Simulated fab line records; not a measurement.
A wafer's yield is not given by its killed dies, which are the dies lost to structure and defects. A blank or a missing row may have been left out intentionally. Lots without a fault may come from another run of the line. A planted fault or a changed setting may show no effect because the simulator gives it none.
Split-lot study    flow n5 finfet    39 wafers read from 7 lots, route of 1938 steps

SPLIT DETAILS
At N5_DUMMY_GATE_ETCH_31 (etches SiO2 in C4F6/O2, target depth 82.5 nm, time 27.5 s), the setting target depth a was moved away from the recipe's 825 angstrom on 12 of the 39 wafers read, by -10.5% to +8.9%. For the rest of the wafers, this setting stayed at what the recipe calls for.

The split's own step is where the reading is taken.

THE READING
etch.depth nm (the simulator's own value, which no gauge read), in nm, at N5_DUMMY_GATE_ETCH_31 (etches SiO2 in C4F6/O2, target depth 82.5 nm, time 27.5 s). The file does not state a usual value for it. Here, 27 wafers ran the recipe; their average is 82.04 nm with a standard deviation of 1.4 nm.

wafer   tool, chamber at the split  target depth a as run, angstrom  against the recipe  etch.depth nm, nm  against lot-mates on the recipe
L077.1  rie diel-02, 1              825                              recipe              82.58              -
L077.2  rie diel-02, 2              825                              recipe              81.47              -
L077.3  rie diel-02, 0              825                              recipe              82.52              -
L077.4  rie diel-02, 3              825                              recipe              83.27              -
L077.5  rie diel-02, 1              825                              recipe              82.72              -
L077.6  rie diel-02, 2              825                              recipe              82.09              -
L079.2  rie diel-06, 2              825                              recipe              82.68              -
L079.4  rie diel-06, 0              825                              recipe              81.02              -
L079.6  rie diel-06, 2              825                              recipe              81.2               -
L086.1  rie diel-06, 1              825                              recipe              81.44              -
L086.2  rie diel-06, 0              744.2                            -9.8%               72.49              -8.15
L086.3  rie diel-06, 2              825                              recipe              80.41              -
L086.4  rie diel-06, 3              744.2                            -9.8%               73.43              -7.21
L086.5  rie diel-06, 1              744.2                            -9.8%               73.35              -7.29
L086.6  rie diel-06, 0              825                              recipe              80.07              -
L088.1  rie diel-04, 3              825                              recipe              84.41              -
L088.2  rie diel-04, 1              825                              recipe              82.65              -
L088.3  rie diel-04, 2              825                              recipe              84.06              -
L088.4  rie diel-04, 3              825                              recipe              85.17              -
L088.5  rie diel-04, 2              825                              recipe              83.61              -
L088.6  rie diel-04, 1              825                              recipe              81.79              -
L094.1  rie diel-04, 0              898.7                            +8.9%               90.16              +7.70
L094.2  rie diel-04, 2              825                              recipe              82.83              -
L094.3  rie diel-04, 3              898.7                            +8.9%               90.59              +8.13
L094.4  rie diel-04, 1              898.7                            +8.9%               88.9               +6.44
L094.5  rie diel-04, 1              825                              recipe              81.96              -
L094.6  rie diel-04, 0              825                              recipe              82.59              -
L095.1  rie diel-02, 1              748.4                            -9.3%               74.59              -7.21
L095.2  rie diel-02, 2              825                              recipe              81.38              -
L095.3  rie diel-02, 0              748.4                            -9.3%               75.85              -5.95
L095.4  rie diel-02, 3              748.4                            -9.3%               75.27              -6.53
L095.5  rie diel-02, 3              825                              recipe              82.89              -
L095.6  rie diel-02, 2              825                              recipe              81.13              -
L096.1  rie diel-06, 2              825                              recipe              80.29              -
L096.2  rie diel-06, 0              825                              recipe              79.3               -
L096.3  rie diel-06, 3              738.6                            -10.5%              71.97              -7.77
L096.4  rie diel-06, 1              738.6                            -10.5%              73.35              -6.39
L096.5  rie diel-06, 0              825                              recipe              79.62              -
L096.6  rie diel-06, 3              738.6                            -10.5%              72.55              -7.19

THE FIT
A straight line over all 39 wafers: etch.depth nm changes by +0.862 nm for each +1% of target depth a; r = +0.96; the points scatter about the line by 1.3 nm.
The same after taking each lot's own level away (the mean of its wafers on the recipe; 39 wafers): +0.749 nm for each +1%; r = +0.98; scatter 0.77 nm.
Per that fit: largest target depth a move, reading shift of 7.8 nm.
Across the lots, their own levels run from 79.737 to 83.615 nm, a range of 2.8 times the standard deviation given above.
So the lot-to-lot level changes the slope: the two fits differ.
Check: with one of the wafers moved furthest among these (-10.5%) left out of the fit, the line predicts -7.71 nm for it against its lot-mates. It came out at -7.77 nm against them.

THESE WAFERS: OTHER SPLITS
These wafers also went through other splits before the reading. Each is held against what the fit with the lots' levels taken away leaves over:
other split on the same wafers     wafers away from the commonest value  r with etch.depth nm (lot level and that fit taken away)
N5_WELL_APT_EXPOSE_22 dose mj      15                                    +0.15
N5_WELL_APT_IMPLANT_32 energy kev  12                                    -0.10

FILE'S OWN FIT
etch.depth nm changes by +0.742 nm for each +1% of target depth a, r = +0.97.
